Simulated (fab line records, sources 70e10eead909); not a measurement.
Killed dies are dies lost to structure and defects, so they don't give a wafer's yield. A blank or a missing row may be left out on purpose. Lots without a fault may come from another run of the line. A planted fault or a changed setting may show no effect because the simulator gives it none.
Which tool did it? | flow nand_harc | 12 lots, 36 wafers sampled, at 2 steps of a route of 1159

WHAT THE GAUGES READ, wafer by wafer
NHARC_P_ZERO_WELL_CD_MEAS_24: target cd 720 nm. Usual: cd_nm 720.0 nm, standard deviation 1.4.
lot  | measured    | on        | cd_nm (nm)        | flag
L711 | day 1 14:35 | cd_sem-01 | 719.7 719.6 719.5 |
L712 | day 1 20:41 | cd_sem-03 | 720.5 721.1 720.0 |
L713 | day 2 02:36 | cd_sem-02 | 719.5 719.6 719.7 |
L714 | day 2 08:36 | cd_sem-03 | 721.8 721.4 719.3 |
L717 | day 3 02:20 | cd_sem-03 | 679.4 678.5 678.8 | OFF
L723 | day 4 14:37 | cd_sem-01 | 718.4 718.3 719.8 |
L727 | day 5 14:28 | cd_sem-03 | 722.3 721.7 721.6 |
L728 | day 5 20:48 | cd_sem-02 | 722.4 721.2 721.8 |
L729 | day 6 02:42 | cd_sem-01 | 720.7 719.5 720.2 |
L731 | day 6 14:56 | cd_sem-03 | 716.5 717.1 718.1 |
L732 | day 6 20:35 | cd_sem-01 | 720.3 720.3 721.1 |
L734 | day 7 08:28 | cd_sem-01 | 717.5 718.5 717.0 |

WHICH TOOL RAN EACH LOT (tool, then ch and the chambers of the sampled wafers, then the start)
lot  | NHARC_P_ZERO_WELL_EXPOSE_21
L711 | krf_scanner-01 ch 0, day 1 14:25
L712 | krf_scanner-02 ch 0, day 1 20:32
L713 | krf_scanner-01 ch 0, day 2 02:27
L714 | krf_scanner-01 ch 0, day 2 08:26
L717 | krf_scanner-01 ch 0, day 3 02:11
L723 | krf_scanner-02 ch 0, day 4 14:28
L727 | krf_scanner-01 ch 0, day 5 14:18
L728 | krf_scanner-02 ch 0, day 5 20:38
L729 | krf_scanner-01 ch 0, day 6 02:32
L731 | krf_scanner-02 ch 0, day 6 14:47
L732 | krf_scanner-01 ch 0, day 6 20:26
L734 | krf_scanner-01 ch 0, day 7 08:19
- NHARC_P_ZERO_WELL_EXPOSE_21: exposes mask P NWELL, target cd 720 nm.

WHAT THE TOOLS THEMSELVES READ (means of the sampled wafers that have a number; where no wafer has one, the mark that the record gives instead)
The record holds no such reading with a usual standard deviation.

THE ANSWER, worked out from the rows above alone
Rule: a lot is off if the mean of its wafers that have a number lies more than 3 standard deviations from the usual mean. A lot without any number at a reading at which 4 lots or more have one is off too. The other lots that the step has rows for count as sound. The gauges are gone through in route order, then the tools' own readings, and for those a lot's mean is taken as printed above. The first step at which some lot is off is used, and at that step the reading that is off furthest; a lot without a number counts as furthest.
Off: L717, at NHARC_P_ZERO_WELL_CD_MEAS_24 (cd_nm).
A tool fits if, at a process step before that reading, it ran every lot that is off, and no sound lot after the first of them. The gauges at NHARC_P_ZERO_WELL_CD_MEAS_24 are tried like those tools. None of those tried fits.

WHAT THE SIMULATOR HAD PUT IN
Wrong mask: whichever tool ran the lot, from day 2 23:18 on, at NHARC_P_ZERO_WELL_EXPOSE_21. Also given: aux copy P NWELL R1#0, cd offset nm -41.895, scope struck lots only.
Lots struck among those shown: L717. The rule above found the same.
